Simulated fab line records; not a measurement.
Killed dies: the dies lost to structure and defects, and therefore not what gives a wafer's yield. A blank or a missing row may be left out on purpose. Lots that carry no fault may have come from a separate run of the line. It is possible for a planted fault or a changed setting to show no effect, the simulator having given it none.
Split-lot study || flow n5Finfet || 21 wafers read across 7 lots, on a route 1938 steps long

## THE SPLIT
At N5_BEOL_M0_SAQP_COAT_08 (resist thk 90 nm), the setting spinRpm was moved away from the recipe's 1500 rpm on 6 of the 21 wafers read, by -7.8% to +9.0%. The other wafers ran this setting at the recipe's value.

## FROM THE SPLIT TO THE READING: what the file shows between them, 4 steps
- N5_BEOL_M0_SAQP_EBR_10
- N5_BEOL_M0_SAQP_SOFTBAKE_09: time 60 s
- N5_BEOL_M0_SAQP_EXPOSE_11: exposes mask M0 CORE, target cd 42 nm
- N5_BEOL_M0_SAQP_PEB_12: peb time 60 s

## THE READING
CAR-ArF_of_BEOL_M0_SAQP_COAT_08.thkNm (the simulator's own value, which no gauge read), in nm, at N5_BEOL_M0_SAQP_DEVELOP_13 (develop time 30 s). No usual value for it is given in the file. Here, 15 wafers ran the recipe; their average is 88.3 nm with a standard deviation of 0.27 nm.

{"wafer": "L076.2", "tool, chamber at the split": "lithoTrack-05, 0", "spinRpm as run, rpm": 1383, "against the recipe": "-7.8%", "CAR-ArF_of_BEOL_M0_SAQP_COAT_08.thkNm, nm": 92.4, "against lot-mates on the recipe": "+4.2"}
{"wafer": "L076.4", "tool, chamber at the split": "lithoTrack-05, 0", "spinRpm as run, rpm": 1500, "against the recipe": "recipe", "CAR-ArF_of_BEOL_M0_SAQP_COAT_08.thkNm, nm": 88.2, "against lot-mates on the recipe": "-"}
{"wafer": "L076.6", "tool, chamber at the split": "lithoTrack-05, 0", "spinRpm as run, rpm": 1383, "against the recipe": "-7.8%", "CAR-ArF_of_BEOL_M0_SAQP_COAT_08.thkNm, nm": 92.2, "against lot-mates on the recipe": "+4.0"}
{"wafer": "L078.1", "tool, chamber at the split": "lithoTrack-04, 0", "spinRpm as run, rpm": 1500, "against the recipe": "recipe", "CAR-ArF_of_BEOL_M0_SAQP_COAT_08.thkNm, nm": 87.8, "against lot-mates on the recipe": "-"}
{"wafer": "L078.3", "tool, chamber at the split": "lithoTrack-04, 0", "spinRpm as run, rpm": 1500, "against the recipe": "recipe", "CAR-ArF_of_BEOL_M0_SAQP_COAT_08.thkNm, nm": 88, "against lot-mates on the recipe": "-"}
{"wafer": "L078.6", "tool, chamber at the split": "lithoTrack-04, 0", "spinRpm as run, rpm": 1621, "against the recipe": "+8.1%", "CAR-ArF_of_BEOL_M0_SAQP_COAT_08.thkNm, nm": 84.6, "against lot-mates on the recipe": -3.3}
{"wafer": "L079.2", "tool, chamber at the split": "lithoTrack-04, 0", "spinRpm as run, rpm": 1635, "against the recipe": "+9.0%", "CAR-ArF_of_BEOL_M0_SAQP_COAT_08.thkNm, nm": 83.6, "against lot-mates on the recipe": -4.4}
{"wafer": "L079.5", "tool, chamber at the split": "lithoTrack-04, 0", "spinRpm as run, rpm": 1635, "against the recipe": "+9.0%", "CAR-ArF_of_BEOL_M0_SAQP_COAT_08.thkNm, nm": 84.2, "against lot-mates on the recipe": -3.8}
{"wafer": "L079.6", "tool, chamber at the split": "lithoTrack-04, 0", "spinRpm as run, rpm": 1500, "against the recipe": "recipe", "CAR-ArF_of_BEOL_M0_SAQP_COAT_08.thkNm, nm": 88, "against lot-mates on the recipe": "-"}
{"wafer": "L083.3", "tool, chamber at the split": "lithoTrack-01, 0", "spinRpm as run, rpm": 1500, "against the recipe": "recipe", "CAR-ArF_of_BEOL_M0_SAQP_COAT_08.thkNm, nm": 88.4, "against lot-mates on the recipe": "-"}
{"wafer": "L083.5", "tool, chamber at the split": "lithoTrack-01, 0", "spinRpm as run, rpm": 1500, "against the recipe": "recipe", "CAR-ArF_of_BEOL_M0_SAQP_COAT_08.thkNm, nm": 88.6, "against lot-mates on the recipe": "-"}
{"wafer": "L083.6", "tool, chamber at the split": "lithoTrack-01, 0", "spinRpm as run, rpm": 1500, "against the recipe": "recipe", "CAR-ArF_of_BEOL_M0_SAQP_COAT_08.thkNm, nm": 88.6, "against lot-mates on the recipe": "-"}
{"wafer": "L086.1", "tool, chamber at the split": "lithoTrack-04, 0", "spinRpm as run, rpm": 1500, "against the recipe": "recipe", "CAR-ArF_of_BEOL_M0_SAQP_COAT_08.thkNm, nm": 88.6, "against lot-mates on the recipe": "-"}
{"wafer": "L086.5", "tool, chamber at the split": "lithoTrack-04, 0", "spinRpm as run, rpm": 1500, "against the recipe": "recipe", "CAR-ArF_of_BEOL_M0_SAQP_COAT_08.thkNm, nm": 88.6, "against lot-mates on the recipe": "-"}
{"wafer": "L086.6", "tool, chamber at the split": "lithoTrack-04, 0", "spinRpm as run, rpm": 1430, "against the recipe": "-4.7%", "CAR-ArF_of_BEOL_M0_SAQP_COAT_08.thkNm, nm": 90.8, "against lot-mates on the recipe": "+2.2"}
{"wafer": "L094.2", "tool, chamber at the split": "lithoTrack-05, 0", "spinRpm as run, rpm": 1500, "against the recipe": "recipe", "CAR-ArF_of_BEOL_M0_SAQP_COAT_08.thkNm, nm": 88.6, "against lot-mates on the recipe": "-"}
{"wafer": "L094.3", "tool, chamber at the split": "lithoTrack-05, 0", "spinRpm as run, rpm": 1500, "against the recipe": "recipe", "CAR-ArF_of_BEOL_M0_SAQP_COAT_08.thkNm, nm": 88.6, "against lot-mates on the recipe": "-"}
{"wafer": "L094.6", "tool, chamber at the split": "lithoTrack-05, 0", "spinRpm as run, rpm": 1500, "against the recipe": "recipe", "CAR-ArF_of_BEOL_M0_SAQP_COAT_08.thkNm, nm": 88.6, "against lot-mates on the recipe": "-"}
{"wafer": "L096.2", "tool, chamber at the split": "lithoTrack-05, 0", "spinRpm as run, rpm": 1500, "against the recipe": "recipe", "CAR-ArF_of_BEOL_M0_SAQP_COAT_08.thkNm, nm": 88.2, "against lot-mates on the recipe": "-"}
{"wafer": "L096.5", "tool, chamber at the split": "lithoTrack-05, 0", "spinRpm as run, rpm": 1500, "against the recipe": "recipe", "CAR-ArF_of_BEOL_M0_SAQP_COAT_08.thkNm, nm": 88.2, "against lot-mates on the recipe": "-"}
{"wafer": "L096.6", "tool, chamber at the split": "lithoTrack-05, 0", "spinRpm as run, rpm": 1500, "against the recipe": "recipe", "CAR-ArF_of_BEOL_M0_SAQP_COAT_08.thkNm, nm": 88.2, "against lot-mates on the recipe": "-"}

THE FIT
A straight line over all 21 wafers: CAR-ArF_of_BEOL_M0_SAQP_COAT_08.thkNm changes by -0.495 nm for each +1% of spinRpm; r = -0.99; the points scatter about the line by 0.27 nm.
The same after taking each lot's own level away (the mean of its wafers on the recipe; 21 wafers): -0.473 nm for each +1%; r = -1.00; scatter 0.2 nm.
Per that fit: largest spinRpm move, reading shift of 4.3 nm.
From 87.90 to 88.60 nm: that is the span of the lots' own levels, equal to 2.6 times the standard deviation above.
The two slopes are in agreement: the lot-to-lot level therefore moves the slope only a little.
Check: -4.1 nm against its lot-mates is what the line predicts for one of the wafers moved furthest among these (+9.0%) when that wafer is left out of the fit. Against them it came out at -4.4 nm.

## ADDITIONAL SPLITS CARRIED BY THESE WAFERS
Other splits were also applied to these wafers ahead of the reading. Each is held against what the fit with the lots' levels taken away leaves over:
{"other split on the same wafers": "N5_ILD0_CMP_03 downForcePsi", "wafers away from the commonest value": 8, "r with CAR-ArF_of_BEOL_M0_SAQP_COAT_08.thkNm (lot level and that fit taken away)": "+0.14"}
{"other split on the same wafers": "N5_ILD0_CMP_12 downForcePsi", "wafers away from the commonest value": 9, "r with CAR-ArF_of_BEOL_M0_SAQP_COAT_08.thkNm (lot level and that fit taken away)": "+0.20"}
{"other split on the same wafers": "N5_GATE_CUT_DESCUM_18 timeS", "wafers away from the commonest value": 4, "r with CAR-ArF_of_BEOL_M0_SAQP_COAT_08.thkNm (lot level and that fit taken away)": -0.36}
{"other split on the same wafers": "N5_GATE_CUT_ETCH_37 biasW", "wafers away from the commonest value": 7, "r with CAR-ArF_of_BEOL_M0_SAQP_COAT_08.thkNm (lot level and that fit taken away)": -0.26}
{"other split on the same wafers": "N5_GATE_CUT_ALD_22 aldCycles", "wafers away from the commonest value": 10, "r with CAR-ArF_of_BEOL_M0_SAQP_COAT_08.thkNm (lot level and that fit taken away)": "+0.08"}
{"other split on the same wafers": "N5_MOL_CONTACT_COAG_ALD_27 timeS", "wafers away from the commonest value": 7, "r with CAR-ArF_of_BEOL_M0_SAQP_COAT_08.thkNm (lot level and that fit taken away)": "+0.23"}
{"other split on the same wafers": "N5_MOL_CONTACT_COAG_EXPOSE_81 doseMj", "wafers away from the commonest value": 8, "r with CAR-ArF_of_BEOL_M0_SAQP_COAT_08.thkNm (lot level and that fit taken away)": -0.13}
{"other split on the same wafers": "N5_BEOL_M0_SAQP_PECVD_97 timeS", "wafers away from the commonest value": 5, "r with CAR-ArF_of_BEOL_M0_SAQP_COAT_08.thkNm (lot level and that fit taken away)": -0.03}

## THE WHOLE CHAIN: every reading that the file lists as answering this split, in the file's order
{"step": "N5_BEOL_M0_SAQP_COAT_08", "what it does": "resist thk 90 nm", "reading": "CAR-ArF_of_BEOL_M0_SAQP_COAT_08.thkNm (the simulator's own value, which no gauge read)", "change (the file's fit)": "-0.45 nm for each +1% of the setting", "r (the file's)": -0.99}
{"step": "N5_BEOL_M0_SAQP_DEVELOP_13", "what it does": "develop time 30 s", "reading": "CAR-ArF_of_BEOL_M0_SAQP_COAT_08.thkNm (the simulator's own value, which no gauge read)", "change (the file's fit)": "-0.462 nm for each +1% of the setting", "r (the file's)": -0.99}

## THE FILE'S OWN FIT
CAR-ArF_of_BEOL_M0_SAQP_COAT_08.thkNm changes by -0.462 nm for each +1% of spinRpm, r = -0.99.
